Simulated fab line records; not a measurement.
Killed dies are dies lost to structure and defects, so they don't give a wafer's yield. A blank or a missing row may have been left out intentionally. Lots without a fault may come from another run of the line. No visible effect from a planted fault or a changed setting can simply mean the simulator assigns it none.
Chamber matching + flow n5 finfet + rie si-05 running N5_DUMMY_GATE_ETCH_23: 4 sister chambers
The step etches poly-Si in HBr/Cl2/O2, target depth 41 nm, time 22.3 s. 14 wafers are shown with their chamber, then 7 later ones without.

WAFERS WITH THEIR CHAMBER
| wafer  | chamber | drypump motor current A (A) | oes product au (a.u.) |
|--------|---------|-----------------------------|-----------------------|
| L074.3 | 0       | 5.7                         | 1.027                 |
| L074.4 | 3       | 5.4                         | 0.984                 |
| L074.5 | 0       | 5.7                         | 1.035                 |
| L075.2 | 1       | 6.3                         | 1.030                 |
| L075.5 | 2       | 5.0                         | 0.993                 |
| L075.6 | 1       | 6.3                         | 1.034                 |
| L076.1 | 3       | 5.4                         | 0.964                 |
| L076.4 | 2       | 5.1                         | 0.989                 |
| L076.6 | 1       | 6.3                         | 1.029                 |
| L082.2 | 2       | 5.1                         | 0.986                 |
| L082.3 | 0       | 5.7                         | 1.024                 |
| L082.6 | 2       | 5.1                         | 0.983                 |
| L090.1 | 0       | 5.7                         | 1.033                 |
| L090.2 | 2       | 5.0                         | 0.998                 |

SIGNATURES, as means of the wafers listed above
| reading                 | chamber 0 | chamber 1 | chamber 2 | chamber 3 | scatter within a chamber |
|-------------------------|-----------|-----------|-----------|-----------|--------------------------|
| drypump motor current A | 5.700     | 6.300     | 5.060     | 5.400     | 0.0346                   |
| oes product au          | 1.02975   | 1.03100   | 0.98980   | 0.97400   | 0.00657                  |
Rule: a wafer lies at a distance from a chamber equal to the root of the sum of squares, over the readings, of (its reading less the chamber's mean, divided by the reading's scatter). The wafer belongs to the nearest chamber; if the next one is less than 2 further off, it can't be placed. The scatter: the root of (the sum of the squares of (reading less its chamber's mean) over the shown wafers, divided by (wafers less chambers)).

WAFERS WITHOUT THEIR CHAMBER
| wafer  | drypump motor current A (A) | oes product au (a.u.) |
|--------|-----------------------------|-----------------------|
| L090.5 | 5.7                         | 1.031                 |
| L091.2 | 5.4                         | 0.978                 |
| L091.3 | 6.3                         | 1.029                 |
| L091.6 | 6.3                         | 1.031                 |
| L096.1 | 5.4                         | 0.967                 |
| L096.3 | 6.3                         | 1.023                 |
| L096.5 | 6.3                         | 1.035                 |

THE CHAMBER EACH PASSED THROUGH
| wafer  | from the rows above | in truth |
|--------|---------------------|----------|
| L090.5 | 0                   | 0        |
| L091.2 | 3                   | 3        |
| L091.3 | 1                   | 1        |
| L091.6 | 1                   | 1        |
| L096.1 | 3                   | 3        |
| L096.3 | 1                   | 1        |
| L096.5 | 1                   | 1        |
Placed correctly: 7 of 7. Left unplaced by these rows: 0. Placed wrongly: 0.
